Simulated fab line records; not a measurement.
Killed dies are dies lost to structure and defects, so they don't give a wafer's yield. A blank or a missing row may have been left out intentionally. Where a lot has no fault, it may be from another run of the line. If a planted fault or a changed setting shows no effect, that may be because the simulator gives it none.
Struck lot and sound lot, side by side :: flow nand_harc :: 15 out of 1302 route steps
Sound: the wafers L635.3, L635.4, L635.5. Struck: wafer L646.3 (left out: L646.1, L646.5 of the same lot, which were not struck); the cause appears at the end.
At each step with rows: each side's tool, then ch and its chambers, then its first start. Under that, the readings that differ: sound wafers :: struck wafers :: difference of the means :: sigmas: that difference in standard deviations of wafers without a fault.
alike: same words and numbers on both sides, and readings whose means sit less than 2 such deviations apart. not compared: any withheld reading, any reading some wafer has no value for, any bound like >300 that may hide the same value, and any number with overlapping values for which the record gives no deviation.
Wherever a step has rows on one side only, a row that says differs or no value, or a row with sigmas, the two part there. Non-overlapping numbers with no deviation appear without sigmas and do not part them. A reading that every wafer of one side lacks parts them only if that side has two wafers or more.

first, 8 steps without rows for these wafers: NHARC_A_M0_HMDS_02 (time 30 s); NHARC_A_M0_COAT_33 (time 65 s); NHARC_A_M0_COAT_03 (resist thk 90 nm); NHARC_A_M0_SOFTBAKE_04 (time 55 s); NHARC_A_M0_EBR_05; NHARC_A_M0_EXPOSE_06 (exposes mask A M0, target cd 80 nm); NHARC_A_M0_PEB_07 (peb time 65 s); NHARC_A_M0_DEVELOP_08 (develop time 35 s).
NHARC_A_M0_CD_MEAS_09 targets a cd of 80 nm.
  sound on cd_sem-01 ch 0, day 24 06:21; struck on cd_sem-01 ch 0, day 28 09:38
reading: cd_nm (nm)
sound: 79.6 79.9 80.1
struck: 78.3
difference: -1.6
sigmas: -3
NHARC_A_M0_OVL_MEAS_10: pitch 160 nm.
  sound: overlay-02 at day 24 06:26; struck: overlay-02 at day 28 09:44
  alike: overlay_x_nm, overlay_y_nm
NHARC_A_M0_INSPECT_11:
  sound: defect_inspect-02 at day 24 06:28; struck: defect_inspect-02 at day 28 09:46
  alike: raw_defect_count
NHARC_A_M0_DESCUM_14: chemistry O2, time 3 s.
  sound on rie_diel-12 ch 1,2,3, day 24 06:32; struck on rie_diel-12 ch 2, day 28 09:50
  alike: drypump_motor_current_A, oes_product_au, rf_vpp_V, showerhead_plenum_p_Torr, throttle_valve_pct
  not compared: rf_hours_counter_h
NHARC_A_M0_ETCH_34: etches the open film in N2/H2, target depth 40 nm, overetch 12 nm, time 43.94 s.
  sound on rie_diel-12 ch 0,1,3, day 24 06:37; struck on rie_diel-12 ch 2, day 28 09:55
reading: run_length_s (s)
sound: 65.7 65.1 66.1
struck: 55.3
difference: -10.3
sigmas: -25
  alike: drypump_motor_current_A, oes_product_au, rf_vpp_V, showerhead_plenum_p_Torr, throttle_valve_pct
  not compared: rf_hours_counter_h
NHARC_A_M0_ETCH_15: etches the open film in C4F8/Ar, target depth 150 nm, overetch 15 nm, time 82.5 s.
  sound on rie_diel-12 ch 0,1; struck on rie_diel-12 ch 1
  alike: oes_product_au, rf_vpp_V, run_length_s
  not compared: rf_hours_counter_h
NHARC_END_SORT_01:
  sound on prober-01 ch 0, day 26 00:28; struck on prober-02 ch 0, day 30 07:43
reading: killed_at_other
sound: 4 2 3
struck: 0
difference: -3
sigmas: -2
  alike: defect_limited_yield, killed_at_array, killed_at_periphery, killed_dies, killed_open, killed_short, sort_bin_2_pct, sort_bin_3_pct, sort_bin_4_pct, sort_n_pass, sort_rim_yield_pct, sort_yield_pct

## WHERE THEY PART
At NHARC_A_M0_CD_MEAS_09 first; at NHARC_END_SORT_01 last (within this record only).

WHY: the cause the simulator had injected
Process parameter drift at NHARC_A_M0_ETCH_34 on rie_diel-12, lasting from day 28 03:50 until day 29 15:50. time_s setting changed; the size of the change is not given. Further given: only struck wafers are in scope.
